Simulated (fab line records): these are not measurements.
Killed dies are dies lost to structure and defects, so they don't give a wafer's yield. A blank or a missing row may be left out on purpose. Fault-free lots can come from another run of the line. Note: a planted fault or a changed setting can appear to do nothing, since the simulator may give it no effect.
fab line records	flow n5-finfet
record lots=7	wafers=21
route steps=1938 shown BEOL_M1@751 BEOL_M4@1108 BEOL_M6@1224 BEOL_M8@1349
start-h: hours from the record's first day to the start of the lot's first wafer shown	wait-h: hours since the lot's step before	" same as the row above	L1.1+2: several wafers, shown together as one row	- no value, or no start was given	* or withheld: withheld	< > ~ a bound
route shown NAME@n: names a module that has steps shown in the file, with the first one's number in the route	usual: mean/standard deviation taken from wafers without a fault	same: alike in all rows	chamber/n: place in a boat	sites: per-site readings	_std_site: how widely they spread, as a standard deviation	_edge_site: the outer-site mean with the inner-site mean subtracted	radius-mm: for every site, how far away it sits from the centre of the wafer	mask NAME#n: copy n	behind: the last tool/chamber to shape the wafer	hold: the reason the lot was held/the length of the hold in hours/how it ended	device: the n, p or np transistor that did not switch	end of line: tests of these same wafers at the route's end	for a step that has no rows: nothing shown but its recipe	killed: dies lost to structure and defects at the first sort, not the wafer's yield	map: a wafer's dies, marking killed ones x, the rest . and places with no die _
set.NAME: the setting as run; set.NAME@STEP: as run at that earlier step	model.NAME: the simulator's own value behind a step, which no gauge read
lots whose settings were changed on purpose; a table a step, a row a wafer
## steps
# step N5_BEOL_M1_ILD_DEP_00
# recipe material=SiOC	target-thk-a=790	temp-c=350	precursor=DEMS/O2	pressure-torr=5	rf-w=500	time-s=15.3
lot.wafer	tool	chamber	start-h	wait-h	set.time-s	model.SiOC_of_BEOL_M1_ILD_DEP_00.thk-nm
L074.1	pecvd-01	2	122.19	0.0	15.3	77.4
L074.4	"	0	"	"	16.19	83.4
L074.6	"	1	"	"	16.19	83.2
L078.1	pecvd-04	0	141.92	0.0	15.3	76.4
L078.2	"	2	"	"	15.3	78
L078.6	"	2	"	"	15.3	79
L079.1	pecvd-01	2	150.48	0.0	16.13	82.2
L079.2	"	1	"	"	16.13	82
L079.6	"	1	"	"	16.13	83
L085.1	pecvd-04	2	193.43	0.0	15.3	76.2
L085.3	"	0	"	"	14.17	69.2
L085.5	"	2	"	"	15.3	77.6
L093.1	pecvd-03	0	235.59	0.0	14.23	71.2
L093.4	"	1	"	"	15.3	79
L093.6	"	2	"	"	14.23	73.4
L094.4	pecvd-03	1	238.22	0.1	15.3	80.2
L094.5	"	2	"	"	13.05	68
L094.6	"	0	"	"	15.3	80.8
L095.1	pecvd-03	1	245.39	0.0	15.3	78.6
L095.2	"	0	"	"	15.3	78.8
L095.6	"	1	"	"	17.54	91
# step N5_BEOL_M1_THK_MEAS_01
# recipe reads=SiOC_of_BEOL_M1_ILD_DEP_00
# usual M1_ILD_THK=78.5/1.1
lot.wafer	tool	chamber	start-h	wait-h	set.time-s@BEOL_M1_ILD_DEP_00	M1_ILD_THK[nm]
L074.1	film-metro-01	-	122.26	0.0	15.3	77.3
L074.4	"	-	"	"	16.19	83.5
L074.6	"	-	"	"	16.19	83.2
L078.1	film-metro-01	-	141.99	0.0	15.3	76.5
L078.2	"	-	"	"	15.3	77.9
L078.6	"	-	"	"	15.3	79.0
L079.1	film-metro-01	-	150.54	0.0	16.13	82.3
L079.2	"	-	"	"	16.13	82.0
L079.6	"	-	"	"	16.13	83.0
L085.1	film-metro-02	-	193.50	0.0	15.3	76.2
L085.3	"	-	"	"	14.17	69.3
L085.5	"	-	"	"	15.3	77.7
L093.1	film-metro-02	-	235.66	0.0	14.23	71.2
L093.4	"	-	"	"	15.3	79.0
L093.6	"	-	"	"	14.23	73.4
L094.4	film-metro-02	-	238.27	0.0	15.3	80.1
L094.5	"	-	"	"	13.05	68.0
L094.6	"	-	"	"	15.3	80.9
L095.1	film-metro-01	-	245.45	0.0	15.3	78.6
L095.2	"	-	"	"	15.3	78.8
L095.6	"	-	"	"	17.54	90.9
# step N5_BEOL_M1_PECVD_72
# recipe material=SiO2	target-thk-a=160	temp-c=400	precursor=TEOS/O2	pressure-torr=5.5	rf-w=450	teos-flow-sccm=53.8	gas=O2	flow-sccm=3000	time-s=18
lot.wafer	tool	chamber	start-h	wait-h	set.time-s	model.SiO2_of_BEOL_M1_PECVD_72.thk-nm
L074.1	pecvd-01	2	122.30	0.0	19.16	16.6
L074.4	"	0	"	"	18	16.4
L074.6	"	2	"	"	19.16	17
L078.1	pecvd-03	0	142.02	0.0	18	16
L078.2	"	2	"	"	18	15.8
L078.6	"	0	"	"	18	16.4
L079.1	pecvd-04	1	150.58	0.0	18	15.6
L079.2	"	0	"	"	20.24	18
L079.6	"	0	"	"	18	16
L085.1	pecvd-03	1	193.54	0.0	18	16.2
L085.3	"	0	"	"	18	16.4
L085.5	"	0	"	"	18.7	17
L093.1	pecvd-01	0	235.69	0.0	20.09	17.6
L093.4	"	1	"	"	20.09	18
L093.6	"	0	"	"	18	16
L094.4	pecvd-04	0	238.32	0.1	18	16.2
L094.5	"	2	"	"	18	16
L094.6	"	1	"	"	18	15.8
L095.1+2	pecvd-01	2,0	245.49	0.0	20.39	17.8
L095.6	"	1	"	"	18	16.2
# step N5_BEOL_M1_COAT_22
# recipe resist=CAR-EUV	spin-rpm=1500	resist-thk-nm=30
lot.wafer	tool	chamber	start-h	wait-h	set.spin-rpm	model.CAR-EUV_of_BEOL_M1_COAT_22.thk-nm
L074.1+4+6	litho-track-01	0	-	-	1500	30
L078.1+6	litho-track-01	0	-	-	1500	30
L078.2	"	0	"	"	1500	30.2
L079.1+2	litho-track-01	0	-	-	1396	31.2
L079.6	"	0	"	"	1500	30
L085.1	litho-track-02	0	-	-	1500	30
L085.3	"	0	"	"	1500	29.8
L085.5	"	0	"	"	1567	29.2
L093.1	litho-track-04	0	-	-	1500	30
L093.4+6	"	0	"	"	1378	31.4
L094.4	litho-track-04	0	-	-	1500	30
L094.5+6	"	0	"	"	1569	29.4
L095.1	litho-track-04	0	-	-	1500	30
L095.2	"	0	"	"	1595	29.2
L095.6	"	0	"	"	1595	29
# step N5_BEOL_M1_EXPOSE_25
# recipe mask-id=V0	na=0.33	source-shape=quasar	sigma-inner=0.2	sigma-outer=0.8	polarization=unpolarized	defocus-nm=5	target-cd-nm=24	dose-mj=63
lot.wafer	tool	chamber	start-h	wait-h	mask	set.dose-mj
L074.1	euv-scanner-01	0	123.83	-	V0#0	60.24
L074.4+6	"	0	"	"	V0#0	63
L078.1+2+6	euv-scanner-01	0	143.90	-	V0#0	63
L079.1	euv-scanner-02	0	154.01	-	V0#0	64.22
L079.2+6	"	0	"	"	V0#0	63
L085.1+3	euv-scanner-01	0	195.32	-	V0#0	67.48
L085.5	"	0	"	"	V0#0	63
L093.1+6	euv-scanner-01	0	238.31	-	V0#0	59.01
L093.4	"	0	"	"	V0#0	63
L094.4+5	euv-scanner-02	0	241.28	-	V0#0	63
L094.6	"	0	"	"	V0#0	61.01
L095.1+2	euv-scanner-01	0	248.46	-	V0#0	67.21
L095.6	"	0	"	"	V0#0	63
# step N5_BEOL_M1_PEB_26
# recipe peb-temp-c=100	peb-time-s=60	resist=CAR-EUV
# step N5_BEOL_M1_DEVELOP_27
# recipe develop-time-s=30	developer=TMAH	resist=CAR-EUV	rinse-liquid=surfactant-rinse	dry=air-spin	dev-temp-c=23
lot.wafer	tool	chamber	start-h	wait-h	set.spin-rpm@BEOL_M1_COAT_22	model.CAR-EUV_of_BEOL_M1_COAT_22.thk-nm
L074.1	litho-track-01	0	-	-	1500	29.6
L074.4+6	"	0	"	"	1500	29.4
L078.1+6	litho-track-01	0	-	-	1500	29.6
L078.2	"	0	"	"	1500	29.8
L079.1+2	litho-track-02	0	-	-	1396	30.8
L079.6	"	0	"	"	1500	29.6
L085.1	litho-track-04	0	-	-	1500	29.6
L085.3	"	0	"	"	1500	29.4
L085.5	"	0	"	"	1567	28.8
L093.1	litho-track-04	0	-	-	1500	29.6
L093.4+6	"	0	"	"	1378	30.8
L094.4	litho-track-02	0	-	-	1500	29.4
L094.5+6	"	0	"	"	1569	29
L095.1	litho-track-01	0	-	-	1500	29.6
L095.2+6	"	0	"	"	1595	28.6
# step N5_BEOL_M1_CD_MEAS_28
# recipe landing-energy-ev=500	detector=se-inlens	target-cd-y-nm=23.3
# usual cd-nm=24.00/0.27
lot.wafer	tool	chamber	start-h	wait-h	set.dose-mj@BEOL_M1_EXPOSE_25	cd-nm
L074.1	cd-sem-03	0	123.98	-	60.24	23.41
L074.4	"	0	"	"	63	24.31
L074.6	"	0	"	"	63	24.32
L078.1	cd-sem-02	0	144.05	-	63	23.97
L078.2	"	0	"	"	63	24.11
L078.6	"	0	"	"	63	23.42
L079.1	cd-sem-03	0	154.15	-	64.22	24.32
L079.2	"	0	"	"	63	24.12
L079.6	"	0	"	"	63	23.81
L085.1	cd-sem-01	0	195.47	-	67.48	25.14
L085.3	"	0	"	"	67.48	25.50
L085.5	"	0	"	"	63	24.04
L093.1	cd-sem-03	0	238.45	-	59.01	22.61
L093.4	"	0	"	"	63	23.80
L093.6	"	0	"	"	59.01	22.75
L094.4	cd-sem-02	0	241.40	-	63	24.51
L094.5	"	0	"	"	63	24.42
L094.6	"	0	"	"	61.01	23.62
L095.1	cd-sem-02	0	248.61	-	67.21	25.53
L095.2	"	0	"	"	67.21	25.38
L095.6	"	0	"	"	63	24.32
# step N5_BEOL_M1_DESCUM_33
# recipe chemistry=O2	time-s=7	source-power-w=50	bias-power-w=20	pressure-mtorr=20	rf-frequency-hz=2.712e+07	temp-c=40	resist=CAR-EUV	o2-flow-sccm=225
# step N5_BEOL_M1_ETCH_77
# recipe chemistry=N2/H2	target=underlayer	target-depth-a=65	mask-material=CAR-EUV	time-s=5.2	ion-energy-ev=200	pressure-mtorr=30	source-w=840	bias-w=150	n2-flow-sccm=200	h2-flow-sccm=200	ends=cleared
# step N5_BEOL_M1_ETCH_69
# recipe chemistry=CF4	target=SiARC	target-depth-a=156	mask-material=CAR-EUV	time-s=26	ion-energy-ev=80	pressure-mtorr=40	source-w=545	bias-w=36	Ar_flow_sccm=100	cf4-flow-sccm=100	ends=cleared
lot.wafer	tool	chamber	start-h	wait-h	set.spin-rpm@BEOL_M1_COAT_22	model.CAR-EUV_of_BEOL_M1_COAT_22.thk-nm
L074.1	rie-diel-03	3	124.16	0.0	1500	11.2
L074.4+6	"	0,1	"	"	1500	11
L078.1+2+6	rie-diel-04	0,2,0	144.22	0.0	1500	11.2
L079.1+2	rie-diel-03	0,2	154.33	0.0	1396	12.2
L079.6	"	1	"	"	1500	11.2
L085.1	rie-diel-04	0	195.64	0.0	1500	11.2
L085.3	"	2	"	"	1500	11
L085.5	"	0	"	"	1567	10.4
L093.1	rie-diel-02	3	238.63	0.0	1500	11.2
L093.4+6	"	1,2	"	"	1378	12.4
L094.4	rie-diel-02	1	241.57	0.0	1500	11
L094.5+6	"	0,1	"	"	1569	10.6
L095.1	rie-diel-04	1	248.79	0.0	1500	11.2
L095.2+6	"	3	"	"	1595	10.2
# step N5_BEOL_M1_ALD_98
# recipe material=SiO2	target-thk-a=25	temp-c=100	ald-precursor-family=BDEAS	ald-co-reactant=O2-plasma	pulse-time-s=1	co-reactant-pulse-time-s=1	purge-time-s=2	co-reactant-purge-time-s=2	ald-cycles=17	pressure-torr=2
# step N5_BEOL_M1_ETCHBACK_99
# recipe chemistry=CHF3	target=SiO2	target-depth-a=50	time-s=10.4	source-w=215	bias-w=47	Ar_flow_sccm=200	CHF3_flow_sccm=12	ion-energy-ev=100	pressure-mtorr=30
# step N5_BEOL_M1_STRIP_71
# recipe chemistry=N2/H2	temp-c=40	n2-flow-sccm=200	h2-flow-sccm=200	rf-frequency-hz=6e+07
# step N5_BEOL_M1_STRIP_78
# recipe chemistry=N2/H2	temp-c=40	n2-flow-sccm=200	h2-flow-sccm=200	rf-frequency-hz=6e+07
# step N5_BEOL_M1_VIA_ETCH_34
# recipe chemistry=C4F6/O2	target-depth-a=678	mask-material=SOC	pressure-mtorr=15	ion-energy-ev=250	taper-deg=4	time-s=64.4	source-w=350	bias-w=170	Ar_flow_sccm=300	C4F6_flow_sccm=10	O2_flow_sccm=10
lot.wafer	tool	chamber	start-h	wait-h	set.dose-mj@BEOL_M1_EXPOSE_25	model.BEOL_M1.cd-nm
L074.1	rie-diel-04	3	128.00	0.0	60.24	17
L074.4	"	3	"	"	63	17.6
L074.6	"	1	"	"	63	17.8
L078.1	rie-diel-04	3	153.84	0.0	63	18.2
L078.2	"	2	"	"	63	17.8
L078.6	"	0	"	"	63	17.2
L079.1	rie-diel-02	1	160.41	0.0	64.22	17.8
L079.2	"	2	"	"	63	18.2
L079.6	"	0	"	"	63	18
L085.1+3	rie-diel-02	2,0	201.55	0.0	67.48	19.4
L085.5	"	0	"	"	63	18
L093.1	rie-diel-02	0	240.03	0.0	59.01	17
L093.4	"	1	"	"	63	17.6
L093.6	"	0	"	"	59.01	16.8
L094.4	rie-diel-04	0	243.54	0.0	63	18.2
L094.5	"	3	"	"	63	18
L094.6	"	0	"	"	61.01	17.2
L095.1	rie-diel-04	1	253.32	0.0	67.21	19.6
L095.2	"	0	"	"	67.21	19.4
L095.6	"	1	"	"	63	18.4
# step N5_BEOL_M4_DEP_57
# recipe material=SiCN	target-thk-a=80	temp-c=withheld	precursor=3MS/NH3	pressure-torr=3	rf-w=202	time-s=14
lot.wafer	tool	chamber	start-h	wait-h	set.time-s	model.SiCN_of_BEOL_M4_DEP_57.thk-nm
L074.1+4	pecvd-02	0,1	169.28	0.0	14	8.2
L074.6	"	1	"	"	14	8.4
L078.1+2+6	pecvd-01	1,0,1	198.00	0.0	14	8
L079.1	pecvd-04	0	198.41	0.0	15.61	8.8
L079.2	"	1	"	"	14	7.8
L079.6	"	0	"	"	14	8
L085.1	pecvd-02	2	245.15	0.0	15.85	9
L085.3	"	1	"	"	14	8
L085.5	"	0	"	"	14	8.2
L094.4	pecvd-02	1	285.16	0.0	14	8.2
L094.5+6	"	0,2	"	"	14	8
L093.1	pecvd-04	2	289.18	0.0	12.14	7.2
L093.4	"	2	"	"	14	8.4
L093.6	"	1	"	"	12.14	7
L095.1	pecvd-01	0	302.29	0.0	14.81	8.4
L095.2	"	2	"	"	14	7.8
L095.6	"	1	"	"	14.81	8.2
# step N5_BEOL_M6_EXPOSE_25
# recipe mask-id=V5	na=0.33	source-shape=annular	sigma-inner=0.4	sigma-outer=0.8	polarization=unpolarized	target-cd-nm=40	dose-mj=45
lot.wafer	tool	chamber	start-h	wait-h	mask	set.dose-mj
L074.1+4+6	euv-scanner-01	0	187.35	-	V5#0	45.97
L078.1+2+6	euv-scanner-02	0	213.31	-	V5#0	45
L079.1	euv-scanner-02	0	216.09	-	V5#0	46.26
L079.2+6	"	0	"	"	V5#0	45
L085.1+3	euv-scanner-01	0	267.41	-	V5#0	48.16
L085.5	"	0	"	"	V5#0	45
L094.4+5	euv-scanner-01	0	304.20	-	V5#0	45
L094.6	"	0	"	"	V5#0	48.11
L093.1+4	euv-scanner-01	0	307.51	-	V5#0	47.42
L093.6	"	0	"	"	V5#0	45
L095.1	euv-scanner-01	0	318.99	-	V5#0	46.2
L095.2+6	"	0	"	"	V5#0	45
# step N5_BEOL_M6_PEB_26
# recipe peb-temp-c=100	peb-time-s=60	resist=CAR-EUV
# step N5_BEOL_M6_DEVELOP_27
# recipe develop-time-s=30	developer=TMAH	resist=CAR-EUV	rinse-liquid=surfactant-rinse	dry=air-spin	dev-temp-c=23
# step N5_BEOL_M6_CD_MEAS_28
# recipe target-cd-nm=40	landing-energy-ev=500	detector=se-inlens
# usual cd-nm=40.00/0.25
lot.wafer	tool	chamber	start-h	wait-h	set.dose-mj@BEOL_M6_EXPOSE_25	cd-nm
L074.1	cd-sem-01	0	187.48	-	45.97	40.62
L074.4	"	0	"	"	45.97	40.67
L074.6	"	0	"	"	45.97	40.50
L078.1	cd-sem-03	0	213.45	-	45	40.22
L078.2	"	0	"	"	45	40.39
L078.6	"	0	"	"	45	39.92
L079.1	cd-sem-02	0	216.23	-	46.26	40.47
L079.2	"	0	"	"	45	40.26
L079.6	"	0	"	"	45	39.84
L085.1	cd-sem-02	0	267.54	-	48.16	41.52
L085.3	"	0	"	"	48.16	41.63
L085.5	"	0	"	"	45	40.22
L094.4	cd-sem-03	0	304.32	-	45	40.07
L094.5	"	0	"	"	45	39.88
L094.6	"	0	"	"	48.11	41.74
L093.1	cd-sem-02	0	307.64	-	47.42	41.09
L093.4	"	0	"	"	47.42	41.32
L093.6	"	0	"	"	45	40.24
L095.1	cd-sem-03	0	319.13	-	46.2	40.23
L095.2	"	0	"	"	45	39.71
L095.6	"	0	"	"	45	39.61
# step N5_BEOL_M6_DESCUM_33
# recipe chemistry=O2	time-s=7	source-power-w=50	bias-power-w=20	pressure-mtorr=20	rf-frequency-hz=2.712e+07	temp-c=40	resist=CAR-EUV	o2-flow-sccm=225
lot.wafer	tool	chamber	start-h	wait-h	set.dose-mj@BEOL_M6_EXPOSE_25	model.BEOL_M6.cd-nm
L074.1+6	rie-diel-05	2	187.61	0.0	45.97	40.4
L074.4	"	0	"	"	45.97	40.6
L078.1	rie-diel-05	2	213.57	0.0	45	40.2
L078.2+6	"	3	"	"	45	40
L079.1	rie-diel-01	3	216.68	0.4	46.26	40.6
L079.2+6	"	1,2	"	"	45	40
L085.1	rie-diel-06	1	267.66	0.0	48.16	41.8
L085.3	"	2	"	"	48.16	41.6
L085.5	"	0	"	"	45	39.8
L094.4	rie-diel-06	3	304.58	0.2	45	40
L094.5	"	2	"	"	45	40.2
L094.6	"	1	"	"	48.11	41.6
L093.1+4	rie-diel-06	0,3	307.77	0.0	47.42	41
L093.6	"	0	"	"	45	40
L095.1	rie-diel-01	0	319.50	0.3	46.2	40.2
L095.2+6	"	1,0	"	"	45	39.8
# step N5_BEOL_M6_ETCH_72
# recipe chemistry=N2/H2	target=underlayer	target-depth-a=65	mask-material=CAR-EUV	time-s=5.2	ion-energy-ev=200	pressure-mtorr=30	source-w=840	bias-w=150	n2-flow-sccm=200	h2-flow-sccm=200	ends=cleared
lot.wafer	tool	chamber	start-h	wait-h	set.dose-mj@BEOL_M6_EXPOSE_25	model.BEOL_M6.cd-nm
L074.1+4+6	rie-diel-05	2,0,2	187.64	0.0	45.97	40.6
L078.1	rie-diel-05	2	213.61	0.0	45	40.4
L078.2	"	3	"	"	45	40.2
L078.6	"	3	"	"	45	40
L079.1	rie-diel-01	3	216.72	0.0	46.26	40.6
L079.2+6	"	1,2	"	"	45	40
L085.1	rie-diel-06	1	267.70	0.0	48.16	41.6
L085.3	"	2	"	"	48.16	41.4
L085.5	"	0	"	"	45	39.8
L094.4+5	rie-diel-06	3,2	304.62	0.0	45	40
L094.6	"	1	"	"	48.11	41.4
L093.1	rie-diel-06	0	307.80	0.0	47.42	40.8
L093.4	"	3	"	"	47.42	41
L093.6	"	0	"	"	45	40
L095.1	rie-diel-01	0	319.54	0.0	46.2	40.2
L095.2+6	"	1,0	"	"	45	39.8
# step N5_BEOL_M6_ETCH_65
# recipe chemistry=CF4	target=SiARC	target-depth-a=156	mask-material=CAR-EUV	time-s=26	ion-energy-ev=80	pressure-mtorr=40	source-w=545	bias-w=36	Ar_flow_sccm=100	cf4-flow-sccm=100	ends=cleared
# step N5_BEOL_M6_ETCH_66
# recipe chemistry=N2/H2	target=SOC	target-depth-a=800	overetch-a=160	mask-material=SiARC	temp-c=40	time-s=120	ion-energy-ev=200	pressure-mtorr=30	source-w=840	bias-w=150	n2-flow-sccm=200	h2-flow-sccm=200
lot.wafer	tool	chamber	start-h	wait-h	set.dose-mj@BEOL_M6_EXPOSE_25	model.BEOL_M6.cd-nm
L074.1	rie-diel-05	2	187.68	0.0	45.97	40.2
L074.4+6	"	0,2	"	"	45.97	40.4
L078.1+6	rie-diel-05	2,3	213.65	0.0	45	40
L078.2	"	3	"	"	45	40.2
L079.1	rie-diel-01	3	216.76	0.0	46.26	40.6
L079.2+6	"	1,2	"	"	45	40
L085.1	rie-diel-06	1	267.74	0.0	48.16	41.6
L085.3	"	2	"	"	48.16	41.2
L085.5	"	0	"	"	45	39.6
L094.4+5	rie-diel-06	3,2	304.66	0.0	45	40
L094.6	"	1	"	"	48.11	41.4
L093.1	rie-diel-06	0	307.85	0.0	47.42	40.6
L093.4	"	3	"	"	47.42	40.8
L093.6	"	0	"	"	45	39.6
L095.1	rie-diel-01	0	319.58	0.0	46.2	40.2
L095.2	"	1	"	"	45	39.8
L095.6	"	0	"	"	45	39.6
# step N5_BEOL_M8_ETCH_61
# recipe chemistry=CF4	target=SiARC	target-depth-a=455	mask-material=CAR-ArF	time-s=75.8	ion-energy-ev=80	pressure-mtorr=40	source-w=545	bias-w=36	Ar_flow_sccm=100	cf4-flow-sccm=100	ends=cleared
# usual rf-vpp-V=184.1/1.2
lot.wafer	tool	chamber	start-h	wait-h	set.bias-w	rf-vpp-V
L074.1	rie-diel-06	3	197.94	0.0	36	183.7
L074.4	"	2	"	"	42.35	204.1
L074.6	"	2	"	"	36	184.4
L078.1	rie-diel-06	3	227.52	0.0	36	184.5
L078.2	"	1	"	"	36	182.9
L078.6	"	3	"	"	36	183.2
L079.1	rie-diel-05	2	232.71	0.0	41.86	204.2
L079.2	"	3	"	"	36	185.5
L079.6	"	3	"	"	36	186.1
L085.1	rie-diel-06	3	282.42	0.0	36	184.4
L085.3	"	0	"	"	36	182.7
L085.5	"	1	"	"	36	184.4
L094.4	rie-diel-05	1	319.69	0.0	41.26	201.4
L094.5	"	3	"	"	36	185.1
L094.6	"	2	"	"	41.26	200.6
L093.1	rie-diel-01	2	321.94	0.0	40.53	199.0
L093.4	"	2	"	"	40.53	198.7
L093.6	"	0	"	"	40.53	197.1
L095.1	rie-diel-06	0	338.50	0.0	31.8	168.5
L095.2	"	1	"	"	36	182.9
L095.6	"	0	"	"	36	184.1
## key
split step=N5_BEOL_M1_ILD_DEP_00	setting=time-s	stated=15.3	by=wafer
response step=N5_BEOL_M1_ILD_DEP_00	reading=model.SiOC_of_BEOL_M1_ILD_DEP_00.thk-nm	change=+0.884	per=1%	r=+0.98
response step=N5_BEOL_M1_THK_MEAS_01	reading=M1_ILD_THK	change=+0.882	per=1%	r=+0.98
split step=N5_BEOL_M1_PECVD_72	setting=time-s	stated=18	by=wafer
response step=N5_BEOL_M1_PECVD_72	reading=model.SiO2_of_BEOL_M1_PECVD_72.thk-nm	change=+0.143	per=1%	r=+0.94
split step=N5_BEOL_M1_COAT_22	setting=spin-rpm	stated=1500	by=wafer
response step=N5_BEOL_M1_COAT_22	reading=model.CAR-EUV_of_BEOL_M1_COAT_22.thk-nm	change=-0.16	per=1%	r=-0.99
response step=N5_BEOL_M1_DEVELOP_27	reading=model.CAR-EUV_of_BEOL_M1_COAT_22.thk-nm	change=-0.15	per=1%	r=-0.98
response step=N5_BEOL_M1_ETCH_69	reading=model.CAR-EUV_of_BEOL_M1_COAT_22.thk-nm	change=-0.143	per=1%	r=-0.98
split step=N5_BEOL_M1_EXPOSE_25	setting=dose-mj	stated=63	by=wafer
response step=N5_BEOL_M1_CD_MEAS_28	reading=cd-nm	change=+0.185	per=1%	r=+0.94
response step=N5_BEOL_M1_VIA_ETCH_34	reading=model.BEOL_M1.cd-nm	change=+0.161	per=1%	r=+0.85
split step=N5_BEOL_M4_DEP_57	setting=time-s	stated=14	by=wafer
response step=N5_BEOL_M4_DEP_57	reading=model.SiCN_of_BEOL_M4_DEP_57.thk-nm	change=+0.082	per=1%	r=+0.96
split step=N5_BEOL_M6_EXPOSE_25	setting=dose-mj	stated=45	by=wafer
response step=N5_BEOL_M6_CD_MEAS_28	reading=cd-nm	change=+0.21	per=1%	r=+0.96
response step=N5_BEOL_M6_DESCUM_33	reading=model.BEOL_M6.cd-nm	change=+0.226	per=1%	r=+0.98
response step=N5_BEOL_M6_ETCH_72	reading=model.BEOL_M6.cd-nm	change=+0.207	per=1%	r=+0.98
response step=N5_BEOL_M6_ETCH_66	reading=model.BEOL_M6.cd-nm	change=+0.222	per=1%	r=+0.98
split step=N5_BEOL_M8_ETCH_61	setting=bias-w	stated=36	by=wafer
response step=N5_BEOL_M8_ETCH_61	reading=rf-vpp-V	change=+1.15	per=1%	r=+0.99
